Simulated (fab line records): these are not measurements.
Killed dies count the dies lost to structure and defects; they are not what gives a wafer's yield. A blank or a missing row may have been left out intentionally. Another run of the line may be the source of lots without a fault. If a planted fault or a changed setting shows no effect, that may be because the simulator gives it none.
fab line records | flow n5-finfet
record lots=4 wafers=12 last-day=17
route steps=1938 shown HKMG_FIN@405 BEOL_M4@1111 PASSIVATION@1936
lots untouched by any fault: they come from a run of this same line in which no faults occurred
start-h: the number of hours between the record's first day and the start of the first shown wafer of the lot | wait-h: hours since the lot's step before | " as in the row above | L1.1+2: one row covering several wafers at once | - either no value or no given start | * or withheld: withheld | < > ~ a bound
route shown NAME@n: NAME is a module with steps in the file, n the number in the route of the first one | usual: mean/standard deviation taken from wafers without a fault | same: alike in all rows | chamber/n: place in a boat | sites: the reading at each site | _std_site: the values' standard deviation | _edge_site: inner sites' mean taken away from outer sites' mean | radius-mm: how far each site lies from the wafer's centre | mask NAME#n: copy n | behind: tool/chamber where the wafer was last shaped | hold: why the lot went on hold/how many hours it stayed there/how the hold came to an end | device: whichever transistor did not switch (one of n, p or np) | end of line: tests of these same wafers at the route's end | a step without rows: its recipe alone | killed: not the wafer's yield, but the dies lost to structure and defects at the first sort | map: per-die view of a wafer (x killed, . not killed, _ where there is no die)
set.NAME: setting as actually run; set.NAME@STEP: the setting as run at that earlier step | model.NAME: the simulator's own value behind a step, which no gauge read
lots at selected steps of the route; one table per step, one row per wafer
## steps
# step N5_HKMG_FIN_STRIP_57
# recipe chemistry=CF4 resist=SiARC power-w=300 bias-power-w=75 pressure-mtorr=50 cf4-flow-sccm=150 rf-frequency-hz=6e+07
# step N5_HKMG_FIN_ETCH_58
# recipe chemistry=N2/H2 target=SOC target-depth-a=2158 ion-energy-ev=50 bias-w=13 time-s=741 pressure-mtorr=30 source-w=875 n2-flow-sccm=200 h2-flow-sccm=200
# step N5_HKMG_FIN_STRIP_93
# recipe chemistry=N2/H2 material=SOC time-s=20 power-w=500 temp-c=40 pressure-mtorr=50 rf-frequency-hz=6e+07 bias-power-w=8 h2-frac=0.5 n2-flow-sccm=300 h2-flow-sccm=300
# step N5_HKMG_FIN_WET_ETCH_76
# recipe chemistry=dNH4OH mix=1:50 temp-c=25 target=Al2O3 stop-on=La2O3 target-depth-nm=2.25 dry=ipa-marangoni rinse-time-s=30 rinse-temp-c=23
# step N5_HKMG_FIN_STRIP_60
# recipe chemistry=N2/H2 power-w=2500 temp-c=300 h2-frac=0.65 time-s=360 pressure-mtorr=withheld n2-flow-sccm=1750 h2-flow-sccm=3250
# step N5_HKMG_FIN_WET_ETCH_77
# recipe chemistry=dHCl mix=1:10000 temp-c=25 target=La2O3 stop-on=HfO2 target-depth-nm=2
# step N5_HKMG_FIN_WET_ETCH_78
# recipe chemistry=dNH4OH mix=1:50 temp-c=25 target=Al2O3 stop-on=La2O3 target-depth-nm=4.5 dry=ipa-marangoni rinse-time-s=30 rinse-temp-c=23
# step N5_HKMG_FIN_ALD_79
# recipe material=TiN target-thk-a=15 temp-c=400 ald-precursor-family=TiCl4 ald-co-reactant=NH3 pulse-time-s=1 purge-time-s=3 co-reactant-purge-time-s=2 co-reactant-pulse-time-s=2 ald-cycles=68 pressure-torr=3
# step N5_HKMG_FIN_CVD_62
# recipe material=a-Si target-thk-a=30 temp-c=500 precursor=Si2H6 pressure-torr=1 time-s=20.8
# step N5_HKMG_FIN_RTA_80
# recipe temp-c=withheld time-s=2 ambient=N2 idle-temp-c=600 ramp-up-c-per-s=150 ramp-down-c-per-s=60 cool-to-c=600
# step N5_HKMG_FIN_PRECLEAN_64
# recipe chemistry=dHF time-s=30 temp-c=25 dilution=withheld
# step N5_HKMG_FIN_WET_ETCH_65
# recipe chemistry=TMAH temp-c=70 conc-wt-pct=5 target=a-Si stop-on=TiN time-s=49 target-depth-nm=3
# step N5_HKMG_FIN_WET_ETCH_81
# recipe chemistry=SC1 target=TiN stop-on=HfO2 mix=1:1:5 temp-c=60 time-s=57 target-depth-nm=6
# usual bath-guard-temp-C=60.0/0.51 bath-heat-duty-pct=10.3/1.5
# columns lot.wafer tool chamber start-h wait-h bath-guard-temp-C bath-heat-duty-pct model.TiN_of_HKMG_FIN_ALD_79.thk-nm
L234.1 wet-bench-02 1 164.43 0.0 - - 1.2
L234.2 " 4 " " - - 1.2
L234.4 " 2 " " - - 1.2
L235.1 wet-bench-04 3 169.48 0.0 - - 1.2
L235.2 " 2 " " - - 1.4
L235.5 " 1 " " - - 1.2
L239.3 wet-bench-03 1 196.69 0.0 60.3 10.0 0
L239.5 " 2 " " 60.5 10.3 0
L239.6 " 7 " " 60.0 8.7 0
L240.1 wet-bench-04 1 201.40 0.0 59.9 11.7 0
L240.5 " 4 " " 60.1 9.2 0
L240.6 " 5 " " 60.3 11.2 0
# step N5_HKMG_FIN_WET_ETCH_82
# recipe chemistry=dHCl mix=1:10000 temp-c=25 target=La2O3 stop-on=HfO2 target-depth-nm=2 dry=ipa-marangoni rinse-time-s=30 rinse-temp-c=23
# step N5_HKMG_FIN_ALD_36
# recipe material=TiN target-thk-a=10 temp-c=400 ald-precursor-family=TiCl4 ald-co-reactant=NH3 pulse-time-s=1 purge-time-s=3 co-reactant-purge-time-s=2 co-reactant-pulse-time-s=2 ald-cycles=47 pressure-torr=3
# step N5_HKMG_FIN_PWFM_ALD_03
# recipe material=TiN target-thk-a=20 temp-c=400 ald-precursor-family=TiCl4 ald-co-reactant=NH3 pulse-time-s=1 purge-time-s=3 co-reactant-purge-time-s=2 co-reactant-pulse-time-s=2 ald-cycles=91 pressure-torr=3
# step N5_HKMG_FIN_COAT_29
# recipe resist=SOC temp-c=250 time-s=60 spin-rpm=1500 resist-thk-nm=300
# step N5_HKMG_FIN_COAT_30
# recipe resist=SiARC temp-c=220 time-s=60 spin-rpm=1500 resist-thk-nm=35
# step N5_HKMG_FIN_COAT_06
# recipe resist=CAR-ArF spin-rpm=1500 resist-thk-nm=90
# step N5_HKMG_FIN_EBR_08
# recipe solvent=PGMEA ebr-width-mm=1.5
# step N5_HKMG_FIN_SOFTBAKE_07
# recipe temp-c=110 time-s=60 resist=CAR-ArF
# step N5_HKMG_FIN_EXPOSE_09
# recipe mask-id=NWFM na=1.35 source-shape=conventional sigma-outer=0.8 polarization=unpolarized dose-mj=39.25
# step N5_HKMG_FIN_PEB_10
# recipe peb-temp-c=withheld peb-time-s=60 resist=CAR-ArF
# step N5_HKMG_FIN_DEVELOP_11
# recipe develop-time-s=30 developer=TMAH resist=CAR-ArF dev-temp-c=23 rinse-liquid=diw dry=air-spin
# step N5_HKMG_FIN_DESCUM_17
# recipe chemistry=O2 time-s=7.9 source-power-w=50 bias-power-w=20 pressure-mtorr=20 rf-frequency-hz=2.712e+07 temp-c=40 resist=CAR-ArF o2-flow-sccm=225
# step N5_HKMG_FIN_ETCH_31
# recipe chemistry=CF4 target=SiARC target-depth-a=455 mask-material=CAR-ArF time-s=75.8 ion-energy-ev=80 pressure-mtorr=40 source-w=545 bias-w=36 Ar_flow_sccm=100 cf4-flow-sccm=100 ends=cleared
# step N5_HKMG_FIN_ETCH_32
# recipe chemistry=N2/H2 target=SOC target-depth-a=2400 temp-c=40 time-s=300 ion-energy-ev=200 mask-material=SiARC pressure-mtorr=30 source-w=840 bias-w=150 n2-flow-sccm=200 h2-flow-sccm=200
# step N5_HKMG_FIN_STRIP_33
# recipe chemistry=N2/H2 temp-c=40 n2-flow-sccm=200 h2-flow-sccm=200 rf-frequency-hz=6e+07
# step N5_HKMG_FIN_STRIP_34
# recipe chemistry=CF4 resist=SiARC power-w=300 bias-power-w=75 pressure-mtorr=50 cf4-flow-sccm=150 rf-frequency-hz=6e+07
# step N5_HKMG_FIN_ETCH_35
# recipe chemistry=N2/H2 target=SOC target-depth-a=2158 ion-energy-ev=65 bias-w=5 source-w=3000 time-s=243.4 pressure-mtorr=30 n2-flow-sccm=200 h2-flow-sccm=200
# step N5_HKMG_FIN_STRIP_92
# recipe chemistry=N2/H2 material=SOC time-s=20 power-w=500 temp-c=40 pressure-mtorr=50 rf-frequency-hz=6e+07 bias-power-w=8 h2-frac=0.5 n2-flow-sccm=300 h2-flow-sccm=300
# step N5_HKMG_FIN_WET_ETCH_18
# recipe chemistry=SC1 target=TiN mix=1:1:5 temp-c=* time-s=55 target-depth-nm=5.2 dry=ipa-marangoni rinse-time-s=30 rinse-temp-c=23
# step N5_HKMG_FIN_STRIP_19
# recipe chemistry=N2/H2 power-w=2500 temp-c=300 h2-frac=0.65 time-s=360 pressure-mtorr=withheld n2-flow-sccm=1750 h2-flow-sccm=3250
# step N5_HKMG_FIN_ALD_91
# recipe material=TiN target-thk-a=10 temp-c=400 ald-precursor-family=TiCl4 ald-co-reactant=NH3 pulse-time-s=1 purge-time-s=3 co-reactant-purge-time-s=2 co-reactant-pulse-time-s=2 ald-cycles=47 pressure-torr=3
# step N5_HKMG_FIN_COAT_85
# recipe resist=SOC temp-c=250 time-s=60 spin-rpm=1500 resist-thk-nm=300
# step N5_HKMG_FIN_ETCH_86
# recipe chemistry=N2/H2 target=SOC target-depth-a=3932 stop-on=TiN ion-energy-ev=100 bias-w=61 pressure-mtorr=30 source-w=850 n2-flow-sccm=200 h2-flow-sccm=200
# step N5_HKMG_FIN_STRIP_89
# recipe chemistry=N2/H2 material=SOC time-s=20 power-w=500 temp-c=40 pressure-mtorr=50 rf-frequency-hz=6e+07 bias-power-w=8 h2-frac=0.5 n2-flow-sccm=300 h2-flow-sccm=300
# step N5_HKMG_FIN_WET_ETCH_87
# recipe chemistry=SC1 target=TiN mix=1:2:40 temp-c=50 time-s=154.2 target-depth-nm=4.7 dry=ipa-marangoni rinse-time-s=30 rinse-temp-c=23
# step N5_BEOL_M4_RC_MEAS_101
# usual DIBL_N=35.8/1.8 DIBL_P=35.9/2.2 EOT_P=10.49/0.1 IGATE_P=0.0036/0.00061 IOFF_N=0.16/0.035 IOFF_N_85C=3.0/0.56 IOFF_N_LIN=0.072/0.013 IOFF_N_LONG=5.53e-05/2.2e-06 IOFF_P=0.21/0.04 IOFF_P_85C=3.6/0.6 IOFF_P_LIN=0.099/0.015 IOFF_P_LONG=0.000108/8.2e-06 ION_N=672/11 ION_P=461/7.4 SS_N=71.4/0.64 SS_P=73.2/0.67 VT_N=250/3.5 VT_N_LONG=275.0/1.8 VT_N_LVT=99/3.5 VT_P=-251/3.4 VT_P_LONG=-274.9/2.7 VT_P_LVT=-99/3.1
# columns lot.wafer tool chamber start-h wait-h DIBL_N[mV/V] DIBL_P[mV/V] EOT_P IGATE_P[nA/um] IOFF_N[nA/um] IOFF_N_85C[nA/um] IOFF_N_LIN[nA/um] IOFF_N_LONG[nA/um] IOFF_P[nA/um] IOFF_P_85C[nA/um] IOFF_P_LIN[nA/um] IOFF_P_LONG[nA/um] ION_N[uA/um] ION_P[uA/um] SS_N[mV/dec] SS_P[mV/dec] VT_N[mV] VT_N_LONG[mV] VT_N_LVT[mV] VT_P[mV] VT_P_LONG[mV] VT_P_LVT[mV]
L235.1 prober-02 0 265.49 0.0 36.0 38.1 10.87 0.0007 0.06 1.4 0.028 3.29e-05 1.30 16.6 0.629 0.000372 615 537 71.1 73.5 277 299.5 126 -202 -236.6 -50
L235.2 " 0 " " 35.8 37.8 10.80 0.0008 0.06 1.3 0.027 3.2e-05 1.27 16.3 0.617 0.000371 617 536 70.6 74.2 276 302.2 126 -201 -234.5 -50
L235.5 " 0 " " 35.9 38.0 10.83 0.0008 0.06 1.3 0.028 3.28e-05 1.27 16.0 0.608 0.000368 616 537 71.6 72.9 278 299.1 127 -199 -234.1 -51
L234.1 prober-02 0 277.06 0.0 36.2 37.0 10.90 0.0005 0.07 1.4 0.029 3.42e-05 1.52 19.9 0.730 0.000416 624 541 71.5 72.9 274 298.1 123 -196 -230.6 -44
L234.2 " 0 " " 38.5 40.0 11.07 0.0005 0.08 1.8 0.037 3.42e-05 1.92 24.4 0.862 0.000418 628 547 71.3 74.3 271 301.8 120 -193 -229.9 -40
L234.4 " 0 " " 36.6 38.0 10.86 0.0007 0.07 1.5 0.031 3.35e-05 1.70 22.0 0.787 0.000427 625 542 71.2 73.3 274 298.9 122 -195 -230.8 -42
L239.3 prober-02 0 282.87 0.3 34.8 35.0 10.57 0.0027 0.14 2.8 0.066 5.67e-05 0.20 3.5 0.097 0.000118 655 460 71.7 72.7 256 275.6 103 -249 -275.6 -99
L239.5 " 0 " " 36.0 36.0 10.58 0.0031 0.17 3.2 0.075 5.73e-05 0.22 3.9 0.104 0.000113 664 463 72.4 73.0 249 273.4 100 -250 -271.6 -98
L239.6 " 0 " " 40.3 42.1 10.49 0.0040 0.28 4.9 0.116 5.51e-05 0.34 5.5 0.140 0.000113 690 467 73.0 75.1 241 272.3 92 -245 -275.1 -93
L240.1 prober-01 0 287.79 0.0 30.4 29.3 10.33 0.0047 0.08 1.7 0.040 5.53e-05 0.11 2.3 0.064 9.5e-05 638 447 69.6 72.1 261 274.1 107 -257 -276.9 -107
L240.5 " 0 " " 33.8 33.5 10.39 0.0042 0.11 2.4 0.056 5.62e-05 0.15 2.9 0.079 9.7e-05 665 456 71.1 73.0 253 275.2 102 -256 -280.9 -103
L240.6 " 0 " " 38.0 38.3 10.35 0.0044 0.19 3.6 0.082 5.62e-05 0.23 4.0 0.104 9.6e-05 689 467 71.5 74.1 247 275.6 93 -249 -278.3 -98
# step N5_PASSIVATION_PROBE_49
# usual defect-limited-yield=91.0/1.5 killed_at_M0_to_M3=34/9.1 killed_at_M4_up=14/5.7 killed-at-contacts=13/5.7 killed-at-front-end=42/12 killed-at-other=4/3.4 killed-dies=106/17 killed-open=70/13 killed-short=34/7.5 sort_bin_4_leakage=0.00/0.014 sort_bin_5_function=5.2/0.94 sort_bin_6_memory=3.4/0.69 sort_bin_8_speed=0.00/0.029 sort-n-pass=1074/17 sort-yield-pct=91.0/1.5
# same gross-dies=1180 killed-at-back-side=0
# columns lot.wafer tool chamber start-h wait-h defect-limited-yield[%] killed_at_M0_to_M3 killed_at_M4_up killed-at-contacts killed-at-front-end killed-at-other killed-dies killed-open killed-short sort_bin_4_leakage[%] sort_bin_5_function[%] sort_bin_6_memory[%] sort_bin_8_speed[%] sort-n-pass sort-yield-pct[%]
L235.1 prober-01 - 358.49 0.0 90.1 39 8 15 48 7 117 78 38 90.08 6.4 3.1 0 0 0
L235.2 prober-01 - 358.54 0.1 90.3 39 21 6 43 6 115 69 45 90.25 6.7 2.8 0 0 0
L235.5 prober-01 - 358.69 0.2 90.2 33 23 20 35 5 116 77 39 90.08 6.2 3.5 0 1 0.1
L234.1 prober-02 - 368.60 0.0 88.1 33 21 25 57 4 140 91 47 88.14 7.4 4.2 0 0 0
L234.2 prober-02 - 368.65 0.1 90.4 35 14 16 48 0 113 70 43 90.42 5.8 3.6 0 0 0
L234.4 prober-02 - 368.75 0.2 87.9 48 22 21 51 1 143 93 45 87.88 6.5 4.7 0 0 0
L239.3 prober-02 - 384.08 0.1 90.3 43 6 11 52 2 114 80 34 0 5.2 4.0 0 1066 90.3
L239.5 prober-02 - 384.18 0.2 89.7 44 18 2 52 6 122 77 39 0 6.9 2.6 0 1058 89.7
L239.6 prober-02 - 384.23 0.3 90.9 49 13 8 37 0 107 61 46 0.17 5.1 3.5 0 1071 90.8
L240.1 prober-02 - 395.72 0.0 84.9 57 29 28 63 1 178 119 56 0 8.0 6.2 0.34 998 84.6
L240.5 prober-02 - 395.92 0.2 90.8 43 16 12 34 4 109 74 33 0 5.7 3.4 0 1071 90.8
L240.6 prober-02 - 395.97 0.3 90.7 43 14 11 41 1 110 78 30 0 5.7 3.1 0 1070 90.7
# killed by level:class
L235.1 STI_FIN_REVEAL:geometric-particle:open=24 MOL_CONTACT_COAG:geometric-particle:open=13 BEOL_M3:geometric-particle:open=9 FIN_SAQP:geometric-particle:short=7 BEOL_M1:geometric-particle:open=7 BEOL_M3:geometric-particle:short=7 BEOL_M0_SAQP:geometric-particle:open=5 BEOL_M0_SAQP:geometric-particle:short=5
L235.2 FIN_SAQP:geometric-particle:short=13 BEOL_M3:geometric-particle:open=10 BEOL_M3:geometric-particle:short=9 BEOL_M4:geometric-particle:open=9 STI_FIN_REVEAL:geometric-particle:open=8 BEOL_M7:geometric-particle:open=7 MOL_CONTACT_COAG:geometric-particle:open=6 BEOL_M0_SAQP:geometric-particle:short=6
L235.5 MOL_CONTACT_COAG:geometric-particle:open=16 FIN_SAQP:geometric-particle:open=9 FIN_SAQP:geometric-particle:short=9 BEOL_M3:geometric-particle:open=9 BEOL_M1:geometric-particle:open=8 BEOL_M4:geometric-particle:open=7 BEOL_M7:geometric-particle:open=6 BEOL_M0_SAQP:geometric-particle:open=5
L234.1 MOL_CONTACT_COAG:geometric-particle:open=18 BEOL_M4:geometric-particle:open=12 FIN_SAQP:geometric-particle:open=11 FIN_SAQP:geometric-particle:short=11 BEOL_M2:geometric-particle:open=11 STI_FIN_REVEAL:geometric-particle:open=10 MOL_CONTACT_COAG:geometric-particle:short=7 DUMMY_GATE:geometric-particle:open=6
L234.2 FIN_SAQP:geometric-particle:open=18 FIN_SAQP:geometric-particle:short=15 MOL_CONTACT_COAG:geometric-particle:open=10 GATE_CUT:geometric-particle:short=7 BEOL_M0_SAQP:geometric-particle:short=7 BEOL_M0_SAQP:geometric-particle:open=7 BEOL_M2:geometric-particle:open=7 MOL_CONTACT_COAG:geometric-particle:short=6
L234.4 MOL_CONTACT_COAG:geometric-particle:open=18 BEOL_M2:geometric-particle:open=14 BEOL_M4:geometric-particle:open=12 FIN_SAQP:geometric-particle:open=11 BEOL_M0_SAQP:geometric-particle:open=11 BEOL_M0_SAQP:geometric-particle:short=11 FIN_SAQP:geometric-particle:short=9 STI_FIN_REVEAL:geometric-particle:short=6
L239.3 FIN_SAQP:geometric-particle:open=14 STI_FIN_REVEAL:geometric-particle:open=13 BEOL_M2:geometric-particle:open=9 FIN_SAQP:geometric-particle:short=8 MOL_CONTACT_COAG:geometric-particle:open=8 BEOL_M0_SAQP:geometric-particle:open=8 BEOL_M0_SAQP:geometric-particle:short=8 BEOL_M3:geometric-particle:open=8
L239.5 STI_FIN_REVEAL:geometric-particle:open=14 BEOL_M2:geometric-particle:open=11 BEOL_M0_SAQP:geometric-particle:open=6 ILD0:geometric-particle:open=6 BEOL_M0_SAQP:geometric-particle:short=6 BEOL_M3:geometric-particle:open=6 BEOL_M4:geometric-particle:open=6 HKMG_FIN:area-etch=6
L239.6 BEOL_M0_SAQP:geometric-particle:short=22 BEOL_M0_SAQP:geometric-particle:open=16 STI_FIN_REVEAL:geometric-particle:open=7 MOL_CONTACT_COAG:geometric-particle:open=6 DUMMY_GATE:geometric-particle:open=5 BEOL_M2:geometric-particle:open=5 STARTING-WAFER:geometric-particle:short=5 FIN_SAQP:geometric-particle:open=3
L240.1 MOL_CONTACT_COAG:geometric-particle:open=25 BEOL_M1:geometric-particle:open=16 FIN_SAQP:geometric-particle:open=12 FIN_SAQP:geometric-particle:short=12 STI_FIN_REVEAL:geometric-particle:open=12 BEOL_M4:geometric-particle:open=11 BEOL_M0_SAQP:geometric-particle:short=9 BEOL_M3:geometric-particle:short=9
L240.5 MOL_CONTACT_COAG:geometric-particle:open=10 FIN_SAQP:geometric-particle:short=8 BEOL_M0_SAQP:geometric-particle:open=8 BEOL_M3:geometric-particle:open=8 BEOL_M6:geometric-particle:open=7 STI_FIN_REVEAL:geometric-particle:open=6 BEOL_M0_SAQP:geometric-particle:short=6 BEOL_M2:geometric-particle:open=6
L240.6 STI_FIN_REVEAL:geometric-particle:open=12 MOL_CONTACT_COAG:geometric-particle:open=11 BEOL_M0_SAQP:geometric-particle:short=11 BEOL_M0_SAQP:geometric-particle:open=8 BEOL_M1:geometric-particle:open=7 BEOL_M2:geometric-particle:open=6 BEOL_M4:geometric-particle:open=5 FIN_SAQP:geometric-particle:open=4
# map L234.4 (x killed, . not)
_________________...x..x.....________________
______________.....x.........x.._____________
___________x.....x...........x.....__________
__________.............x............_________
________...x.......x..............xxx._______
_______x......x..........x........x...x______
______.xx...............xx.............._____
_____.......................x............____
____..........x........x........x.........___
___.....xx...x...........x.x...............__
___.x.....x...xx..x......................x.__
__.......x..x........x.....x................_
__................x..........x...xx........._
_x.......x................x.xxx............x.
_.x...........................x....x....x..x.
_..x..x.......x.........x..............x.....
_..x........x...x..........x...x.............
_...........................x.......x........
_...xx......x............x........x....x.....
_........x...........x...x...x........xxx....
_...x.......x................................
__....x..x.........................x......x._
__..x.xx........x.......x..x....xx.....x...._
___....x........x.....x................x...__
___............x.........xxx............x..__
____x......x......x........x....x..x......___
_____.........x..x..........x..x...x...x.____
______........x.....xx..............xx.._____
_______.....x...............x........x.______
________.....x...x.......x.....xx...x._______
__________.........x.....x.........._________
___________.................x.x..x.__________
______________x............x...x_____________
_________________..x....x.x..________________
# map L235.1 (x killed, . not)
_________________x....x..x...________________
______________..x.x............._____________
___________...................x....__________
__________...........x.............._________
________.............................._______
_______...x..........................x.______
______........xx.............x.xx.x....._____
_____...x.............x..................____
____.....x.x......x.............x.........___
___.......x..............................x.__
___......x...x........x....................__
__.................x..xx...............x...._
__.x...x...........................x........_
_..........x..x............x.....x.........x.
_.....................xx.x..............x....
_............x......x........................
_....x...........x.......x...............xx.x
_..x..x.xx...................x........x......
_......................x......x...x.x....x...
_...x.........................x......x..x...x
_...............x....x........x...x.xx.......
__...x......x....x.....x......x.x...x......x_
__........................x..xx..x......xx.._
___............................x...........__
___.......x....x............x.x.........x..__
____.xx...........x.......................___
_____...........x......x.x...............____
______....x...x..x.x.x.............x..x._____
_______....x....................x......______
________......x......................._______
__________.....x..x.....x..........._________
___________....x......x.........x..__________
______________....x...x........._____________
_________________..........x.________________
## key
first-sign step=N5_HKMG_FIN_WET_ETCH_81 reading=tool-record direction=missing
effect step=N5_BEOL_M4_RC_MEAS_101 reading=IOFF_P_LIN direction=up sigmas=41 usual=0.099 struck=0.706
effect step=N5_BEOL_M4_RC_MEAS_101 reading=IOFF_P_LONG direction=up sigmas=35 usual=0.000108 struck=0.000395
effect step=N5_BEOL_M4_RC_MEAS_101 reading=IOFF_P direction=up sigmas=32 usual=0.21 struck=1.50
effect step=N5_BEOL_M4_RC_MEAS_101 reading=IOFF_P_85C direction=up sigmas=26 usual=3.6 struck=19.2
effect step=N5_BEOL_M4_RC_MEAS_101 reading=VT_P_LVT direction=up sigmas=17 usual=-99 struck=-46
effect step=N5_BEOL_M4_RC_MEAS_101 reading=VT_P_LONG direction=up sigmas=16 usual=-274.9 struck=-232.8
effect step=N5_BEOL_M4_RC_MEAS_101 reading=VT_P direction=up sigmas=15 usual=-251 struck=-198
effect step=N5_BEOL_M4_RC_MEAS_101 reading=VT_N_LONG direction=up sigmas=14 usual=275.0 struck=299.9
effect step=N5_BEOL_M4_RC_MEAS_101 reading=ION_P direction=up sigmas=11 usual=461 struck=540
effect step=N5_BEOL_M4_RC_MEAS_101 reading=IOFF_N_LONG direction=down sigmas=10 usual=5.53e-05 struck=3.33e-05
effect step=N5_BEOL_M4_RC_MEAS_101 reading=VT_N_LVT direction=up sigmas=7.1 usual=99 struck=124
effect step=N5_BEOL_M4_RC_MEAS_101 reading=VT_N direction=up sigmas=7 usual=250 struck=275
effect step=N5_PASSIVATION_PROBE_49 reading=sort_bin_4_leakage direction=up sigmas=99+ usual=0.00 struck=89.48
model-effect step=N5_HKMG_FIN_WET_ETCH_81 value=TiN_of_HKMG_FIN_ALD_79.thk-nm without=0 struck=1.233
met-at N5_HKMG_FIN_WET_ETCH_81
struck-wafers L234.1,L234.2,L234.4,L235.1,L235.2,L235.5
fault kind=skipped-step-whole tool=wet-bench-02,wet-bench-04 chamber=- onset-h=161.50 steps=N5_HKMG_FIN_WET_ETCH_81 scope=struck-lots-only
